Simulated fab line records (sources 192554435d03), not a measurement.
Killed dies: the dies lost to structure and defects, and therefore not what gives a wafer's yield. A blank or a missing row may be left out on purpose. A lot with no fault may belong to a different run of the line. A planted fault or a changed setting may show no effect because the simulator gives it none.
Matching of chambers -- flow n5_finfet -- N5_PMOS_HMC_CHANNEL_EPI_HM_DEP_34 on pecvd-02: 3 sister chambers
The step deposits SiO2 from TEOS/O2, target thk 36 nm, time 6.9 s. 3 wafers are shown with their chamber, then 7 later ones without.

## WAFERS PAIRED WITH THEIR CHAMBERS
wafer,chamber,throttle_valve_pct (%)
L084.2,2,17.4
L085.4,1,19.1
L085.5,0,18.9

## WAFERS WITH NO CHAMBER GIVEN
wafer,throttle_valve_pct (%)
L085.6,17.2
L087.3,17.5
L087.5,17.5
L087.6,19.0
L089.3,17.3
L089.5,17.2
L089.6,18.6

## WHICH CHAMBER EACH ONE RAN IN
wafer,from the rows above,in truth
L085.6,2,2
L087.3,2,2
L087.5,2,2
L087.6,can't be placed: 0 or 1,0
L089.3,2,2
L089.5,2,2
L089.6,can't be placed: 0 or 1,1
Correct placement for 5 of the 7. Can't be placed from these rows: 2 (the true chamber is among the candidates in 2). Wrongly placed: 0.
How it was worked out, from the rows above alone: a wafer's distance from a chamber is the root of the sum, over the readings, of the square of ((its reading less the chamber's mean) divided by the reading's scatter). If the next closest chamber is less than 2 further off than the closest, the wafer can't be placed; otherwise it belongs to the closest. A chamber's mean is the mean of its shown wafers. The scatter: root of mean squared gap, hidden wafer to nearest shown wafer, with one shown wafer a chamber.
